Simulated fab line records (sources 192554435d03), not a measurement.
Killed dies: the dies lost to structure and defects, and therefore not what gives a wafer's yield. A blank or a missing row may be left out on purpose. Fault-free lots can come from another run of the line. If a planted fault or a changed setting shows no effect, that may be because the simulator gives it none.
A struck lot beside a sound one    flow n5_finfet    39 steps out of a route of 1938
Sound: these wafers, L471.3, L471.5, L471.6. Struck: wafer L455.3 (L455.2, L455.5, from the same lot, were not struck and are left out); the cause is given at the end.
Per side, at each step with rows, come the tool, then ch with its chambers, and then its first start. Under that, the readings that differ: sound wafers    struck wafers    difference of the means    sigmas: that difference in standard deviations of wafers without a fault.
alike: a reading whose means differ by less than 2 such deviations, as well as words and numbers matching on both sides. not compared: withheld readings; readings where some wafer has no value; bounds like >300 that might hide an equal value; numbers whose values overlap and for which the record gives no deviation.
A row with sigmas, a row that says differs or no value, or rows on one side alone: a step with any of these is where the two part. Numbers that don't overlap but have no deviation are shown without sigmas and don't part them. Lack of a reading on every wafer of one side parts them only where that side has two or more wafers.

first, 9 steps without rows for these wafers: N5_MOL_CONTACT_COAG_PRE_CLEAN_142 (time 60 s); N5_MOL_CONTACT_COAG_SPUTTER_130 (material Co, target thk 47.5 nm); N5_MOL_CONTACT_COAG_PRECLEAN_125 (cleans in DIW, time 57.5 s); N5_MOL_CONTACT_COAG_SRD_126 (dry time 32 s); N5_MOL_CONTACT_COAG_CMP_23 (polishes, stops on SiO2, t overpolish 1.5 s, target thk 0 nm); N5_MOL_CONTACT_COAG_WET_ETCH_26 (target Co, target depth 13 nm); N5_MOL_CONTACT_COAG_WET_ETCH_116 (etches the open film in SC1-inhibited, target depth 4.6 nm, rinse time 30 s); N5_MOL_CONTACT_COAG_ALD_27 (deposits SiOC, target thk 17 nm, pulse time 1.5 s, time 2720 s); N5_MOL_CONTACT_COAG_CMP_28 (polishes, stops on SiNx, t overpolish 0.85 s, target thk 14.522 nm).
N5_MOL_CONTACT_COAG_ALD_123: deposits SiNx, target thk 5 nm, pulse time 1 s, purge time 2 s.
  sound on ald_sin-02 ch 1,2,3, day 10 11:04; struck on ald_sin-02 ch 1, day 6 16:31
reading                                             sound        struck  difference  sigmas
ald_cycles                                          100 100 100  132     +32         
model.SiNx_of_MOL_CONTACT_COAG_ALD_123.thk_nm (nm)  5 5 5        6.6     +1.6        
  alike: heater_power_w, precursor_pulse_height_rel
then, 26 steps without rows for these wafers: N5_MOL_CONTACT_COAG_PECVD_31 (deposits SiO2 from TEOS/O2, target thk 46 nm, time 8.9 s); N5_MOL_CONTACT_COAG_COAT_75 (time 60 s, resist thk 60 nm); N5_MOL_CONTACT_COAG_COAT_76 (time 60 s, resist thk 10 nm); N5_MOL_CONTACT_COAG_COAT_77 (time 60 s, resist thk 10 nm); N5_MOL_CONTACT_COAG_COAT_78 (resist thk 40 nm); N5_MOL_CONTACT_COAG_EBR_80; N5_MOL_CONTACT_COAG_SOFTBAKE_79 (time 60 s); N5_MOL_CONTACT_COAG_EXPOSE_81 (exposes mask VG, defocus 0 nm); N5_MOL_CONTACT_COAG_PEB_82 (peb time 60 s); N5_MOL_CONTACT_COAG_DEVELOP_83 (develop time 30 s); N5_MOL_CONTACT_COAG_DESCUM_88 (chemistry O2, time 7 s); N5_MOL_CONTACT_COAG_ETCH_89 (etches underlayer in N2/H2, target depth 13 nm, time 10.4 s); N5_MOL_CONTACT_COAG_ETCH_90 (etches SiARC in CF4, target depth 13 nm, time 21.7 s); N5_MOL_CONTACT_COAG_ALD_131 (deposits SiO2, target thk 5 nm, pulse time 1 s, co reactant pulse time 1 s); N5_MOL_CONTACT_COAG_ETCHBACK_132 (etches SiO2 in CHF3, target depth 10 nm, time 6.7 s); N5_MOL_CONTACT_COAG_ETCH_91 (etches SOC in N2/H2, target depth 60 nm, overetch 21 nm, time 101.2 s); N5_MOL_CONTACT_COAG_STRIP_92 (strips in N2/H2); N5_MOL_CONTACT_COAG_STRIP_93 (strips in N2/H2); N5_MOL_CONTACT_COAG_ETCHBACK_135 (etches SiO2 in CHF3, target depth 25 nm, time 16.7 s); N5_MOL_CONTACT_COAG_STRIP_118 (strips in CHF3); N5_MOL_CONTACT_COAG_VIA_ETCH_46 (etches SiO2 in C4F6/O2, target depth 46 nm, overetch 9.2 nm, time 40 s); N5_MOL_CONTACT_COAG_STRIP_96 (strips in N2/H2); N5_MOL_CONTACT_COAG_ETCH_47 (etches SiNx in CH3F/O2, stops on W, target depth 27 nm); N5_MOL_CONTACT_COAG_STRIP_119 (strips in N2/H2, time 30 s); N5_MOL_CONTACT_COAG_PRECLEAN_144 (cleans in alkaline clean, time 60 s); N5_MOL_CONTACT_COAG_SRD_145 (time 30 s).
N5_MOL_CONTACT_COAG_ETCH_124: etches SiNx in CH3F/O2, stops on SiOC, target depth 6.5 nm.
  sound on rie_diel-02 ch 0,2,3, day 10 16:26; struck on rie_diel-05 ch 2, day 6 19:43
reading                   sound              struck  difference  sigmas
model.etch.depth_nm (nm)  5.011 5.042 5.006  6.417   +1.397      
  alike: CH3F_flow_sccm, drypump_motor_current_A, oes_product_au, rf_vpp_V, showerhead_plenum_p_Torr, throttle_valve_pct
  not compared: rf_hours_counter_h
-- the record jumps here: 2 days lie between the struck wafers' starts before and after (it left off in module MOL_CONTACT_COAG and takes up again in module BEOL_M4, whose first step shown is number 1111 of the route) --
N5_BEOL_M4_RC_MEAS_101:
  sound on prober-02 ch 0, day 13 07:31; struck on prober-01 ch 0, day 9 05:07
reading         sound           struck  difference  sigmas
IOFF_P (nA/um)  0.32 0.27 0.28  0.19    -0.10       -3
ION_N (uA/um)   698 691 682     663     -27         -2
ION_P (uA/um)   473 468 466     442     -27         -4
VT_P (mV)       -245 -246 -246  -255    -9          -3
  alike: DIBL_N, DIBL_P, IOFF_N, SS_N, SS_P, VT_N
after that, 1 step had no rows for these wafers: N5_PASSIVATION_PROBE_49.

WHERE THEY PART
N5_BEOL_M4_RC_MEAS_101 only, going by this record.

WHY: the cause the simulator had injected
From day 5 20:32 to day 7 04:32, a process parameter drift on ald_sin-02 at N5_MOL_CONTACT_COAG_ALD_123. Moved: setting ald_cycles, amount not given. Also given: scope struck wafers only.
